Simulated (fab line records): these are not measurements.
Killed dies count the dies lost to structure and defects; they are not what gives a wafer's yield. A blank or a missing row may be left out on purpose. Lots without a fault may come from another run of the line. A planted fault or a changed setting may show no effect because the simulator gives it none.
Matching of chambers	flow nand-harc	NHARC_P_ZERO_WELL_ETCH_63 on rie-si-04: 4 sister chambers
The step etches the open film in HBr/Cl2, target depth 120 nm, time 40.1 s. 8 wafers are shown with their chamber, then 8 later ones without.

== WAFERS PAIRED WITH THEIR CHAMBERS ==
wafer	chamber	drypump-motor-current-A (A)	oes-product-au (a.u.)
L343.1	0	5.8	0.997
L343.6	2	5.7	1.002
L349.4	2	5.7	1.001
L349.5	3	6.0	0.994
L350.2	1	5.9	1.009
L350.3	3	6.0	0.997
L350.4	0	5.9	0.986
L359.3	1	5.9	0.997

== WAFERS MISSING THEIR CHAMBER ==
wafer	drypump-motor-current-A (A)	oes-product-au (a.u.)
L359.5	5.8	1.014
L359.6	6.0	1.005
L360.2	5.7	1.013
L360.3	6.0	1.002
L360.6	6.0	1.010
L361.3	5.8	0.998
L361.5	6.0	1.007
L361.6	5.7	1.004

== THE CHAMBER EACH PASSED THROUGH ==
wafer	from the rows above	in truth
L359.5	can't be placed: 1 or 2 or 0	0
L359.6	can't be placed: 3 or 1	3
L360.2	2	2
L360.3	can't be placed: 3 or 1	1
L360.6	can't be placed: 3 or 1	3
L361.3	can't be placed: 0 or 2 or 1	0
L361.5	can't be placed: 3 or 1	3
L361.6	2	2
Correct placement for 2 of the 8. From these rows, 6 cannot be placed; in 6 the true chamber is one of the candidates. 0 placed wrongly.
How it was worked out, from the rows above alone: a wafer's distance from a chamber is the root of the sum, over the readings, of the square of ((its reading less the chamber's mean) divided by the reading's scatter). If the next closest chamber is less than 2 further off than the closest, the wafer can't be placed; otherwise it belongs to the closest. A chamber's mean is the mean of its shown wafers. The scatter: the root of (the sum of the squares of (reading less its chamber's mean) over the shown wafers, divided by (wafers less chambers)).
